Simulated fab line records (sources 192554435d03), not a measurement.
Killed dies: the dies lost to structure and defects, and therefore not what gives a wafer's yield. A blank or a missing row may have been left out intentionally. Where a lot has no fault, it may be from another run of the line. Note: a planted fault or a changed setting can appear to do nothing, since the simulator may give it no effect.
A single fault, viewed from 2 desks    flow n5_finfet    every desk sees just its own numbers, and what lay behind them comes last

## FOR THE TOOL OWNER'S DESK: ald_metal-03
The tool's own readings at N5_HKMG_FIN_ALD_91 (deposits TiN, target thk 1 nm, pulse time 1 s, purge time 3 s): means of the sampled wafers that have a number, for each lot that ran on this tool. Any lot whose mean is over 4 standard deviations away from the usual mean is out of limits and marked OUT; that distance is given in the brackets.
Columns: A = heater_power_w at N5_HKMG_FIN_ALD_91, usual 870 W; B = precursor_pulse_height_rel at N5_HKMG_FIN_ALD_91, usual 0.998
lot   first seen here  A    B
L346  day 5 09:40      888  0.986
L347  day 5 14:55      924  0.984
L349  day 6 02:10      986  0.996
L363  day 9 10:11      852  1.013
L364  day 9 18:02      951  1.004
Result from this desk: across the 5 lots, nothing is out of limits.

## THE METROLOGY DESK
Lot by lot, what the gauges showed, no matter which tool ran the lot: averages of those sampled wafers that carry a number. Any lot whose mean is over 4 standard deviations away from the usual mean is out of limits and marked OUT; that distance is given in the brackets. Shown here are 7 of its 10 readings, the ones lying furthest out on some lot.
Columns: A = IOFF_P at N5_BEOL_M4_RC_MEAS_101, usual 0.21 nA/um; B = ION_N at N5_BEOL_M4_RC_MEAS_101, usual 674 uA/um; C = ION_P at N5_BEOL_M4_RC_MEAS_101, usual 463 uA/um; D = SS_N at N5_BEOL_M4_RC_MEAS_101, usual 71.5 mV/dec; E = SS_P at N5_BEOL_M4_RC_MEAS_101, usual 73.1 mV/dec; F = VT_N at N5_BEOL_M4_RC_MEAS_101, usual 250 mV; G = VT_P at N5_BEOL_M4_RC_MEAS_101, usual -250 mV
lot   first seen here  A     B    C    D     E     F    G
L345  day 8 10:56      0.23  676  464  71.3  73.1  249  -247
L346  day 8 17:58      0.18  664  449  71.9  73.7  253  -257
L347  day 8 20:34      0.18  658  453  71.1  72.7  253  -253
L356  day 11 14:35     0.27  682  471  72.2  74.0  249  -246
L360  day 12 15:38     0.22  678  463  71.5  73.2  246  -249
L361  day 13 04:14     0.20  675  465  71.6  73.1  252  -249
L362  day 13 06:20     0.21  668  458  72.2  73.3  250  -251
L363  day 13 12:28     0.23  677  465  71.9  72.8  249  -250
L364  day 13 21:27     0.20  661  461  71.1  72.8  254  -250
L349  day 13 23:11     0.18  666  456  71.0  73.2  250  -252
Result from this desk: across the 10 lots, nothing is out of limits.

## TAKEN TOGETHER
The tool owner's desk saw nothing out of limits.
Nothing out of limits was seen by the metrology desk.

## WHAT HAD BEEN PUT IN BY THE SIMULATOR
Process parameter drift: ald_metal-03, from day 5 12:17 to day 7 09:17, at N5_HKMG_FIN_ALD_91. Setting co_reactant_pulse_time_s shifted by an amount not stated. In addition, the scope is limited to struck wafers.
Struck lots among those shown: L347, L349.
